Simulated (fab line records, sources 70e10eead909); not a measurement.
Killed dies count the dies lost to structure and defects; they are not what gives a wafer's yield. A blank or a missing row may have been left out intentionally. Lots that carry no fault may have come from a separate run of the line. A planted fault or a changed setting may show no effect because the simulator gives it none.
The tool behind it: which one? + flow nandHarc + 6 lots with 18 wafers sampled at 5 steps, on a route of 1302 steps

== WHAT THE GAUGES SHOWED, per wafer ==
NHARC_A_ONON_D2_THK_MEAS_11: measures by ellipsometry.
| lot  | measured     | on           | thkNm (nm)              |
|------|--------------|--------------|-------------------------|
| L127 | day 13 00:34 | filmMetro-02 | 992 990 990             |
| L129 | day 14 00:26 | filmMetro-01 | 992 993 992             |
| L130 | day 14 17:14 | filmMetro-01 | 999 998 998             |
| L136 | day 16 19:31 | filmMetro-01 | 324 323 325 326 324 325 |
| L144 | day 20 01:22 | filmMetro-02 | 987 986 986             |
| L146 | day 21 22:51 | filmMetro-02 | 1013 1012 1015          |

== EACH LOT AND THE TOOL THAT RAN IT (in order: tool; ch and the chambers of the sampled wafers; start) ==
| lot  | NHARC_A_CHANNEL_HOLE_D1_STRIP_27             | NHARC_A_CHANNEL_FILL_D1_ALD_02  | NHARC_A_CHANNEL_FILL_D1_ALD_16  | NHARC_A_ONON_D2_DEP_09          |
|------|----------------------------------------------|---------------------------------|---------------------------------|---------------------------------|
| L127 | rieDiel-05 ch 0,1,3, day 9 16:42 or earlier  | aldHk-04 ch 1,2,3, day 9 16:42  | aldHk-01 ch 1,2,3, day 10 04:56 | pecvdOnon-02 ch 0, day 13 00:07 |
| L129 | rieDiel-01 ch 2,3, day 10 08:27 or earlier   | aldHk-03 ch 1,2, day 10 08:27   | aldHk-01 ch 0,1,3, day 10 20:43 | pecvdOnon-01 ch 0, day 13 23:55 |
| L130 | rieDiel-01 ch 1,3, day 11 08:50 or earlier   | aldHk-01 ch 0,1, day 11 08:50   | aldHk-01 ch 0,3, day 11 21:03   | pecvdOnon-01 ch 0, day 14 16:43 |
| L136 | rieDiel-01 ch 1,2, day 13 09:21 or earlier   | aldHk-04 ch 0,1, day 13 09:21   | aldHk-03 ch 1,2,3, day 13 22:59 | pecvdOnon-03 ch 0, day 16 19:07 |
| L144 | rieDiel-05 ch 1,2,3, day 16 16:53 or earlier | aldHk-03 ch 0,2,3, day 16 16:53 | aldHk-04 ch 0,1,2, day 17 05:09 | pecvdOnon-02 ch 0, day 20 00:51 |
| L146 | rieDiel-05 ch 0,2, day 17 14:51 or earlier   | aldHk-04 ch 0,1, day 17 14:51   | aldHk-04 ch 0,1,3, day 18 03:03 | pecvdOnon-03 ch 0, day 21 22:23 |
- NHARC_A_CHANNEL_HOLE_D1_STRIP_27: strips in O2.
- NHARC_A_CHANNEL_FILL_D1_ALD_02: deposits SiO2, target thk 6 nm, pulse time 10 s, ald cycles 60.
- NHARC_A_CHANNEL_FILL_D1_ALD_16: deposits SiO2, target thk 1.5 nm, pulse time 10 s, ald cycles 15.
- NHARC_A_ONON_D2_DEP_09: target thk 1000 nm.

== THE ANSWER, worked out from the rows above alone ==
Rule: what is usual is taken from the lots themselves. Put in order of their means at a reading, lots are off if they are a third of the lots or fewer, leave a main group of 4 or more, and stand apart from it by a gap of 3 or more times the standard deviation of the main group's means; of several such gaps the widest counts. Not used: any main group whose means are identical at the precision the tables above print for the reading. Also off: a lot with no number at a reading for which 4 or more lots have one. The other lots that the step has rows for count as sound.
Off: L136 (NHARC_A_ONON_D2_THK_MEAS_11, thkNm). The main group: mean 996 nm, standard deviation 9.4.
A tool fits if, at a process step before that reading, it ran every lot that is off, and no sound lot after the first of them. Those tools and the gauges at NHARC_A_ONON_D2_THK_MEAS_11 are tried in the same way. Because NHARC_A_CHANNEL_HOLE_D1_STRIP_27 lacks a start for some lots, the hours and order of its lots are taken from NHARC_A_CHANNEL_FILL_D1_ALD_02. Can't be told from this: 3 tools fit, rieDiel-01 at NHARC_A_CHANNEL_HOLE_D1_STRIP_27, aldHk-03 at NHARC_A_CHANNEL_FILL_D1_ALD_16, filmMetro-01 at NHARC_A_ONON_D2_THK_MEAS_11.

== WHAT THE SIMULATOR HAD INSERTED ==
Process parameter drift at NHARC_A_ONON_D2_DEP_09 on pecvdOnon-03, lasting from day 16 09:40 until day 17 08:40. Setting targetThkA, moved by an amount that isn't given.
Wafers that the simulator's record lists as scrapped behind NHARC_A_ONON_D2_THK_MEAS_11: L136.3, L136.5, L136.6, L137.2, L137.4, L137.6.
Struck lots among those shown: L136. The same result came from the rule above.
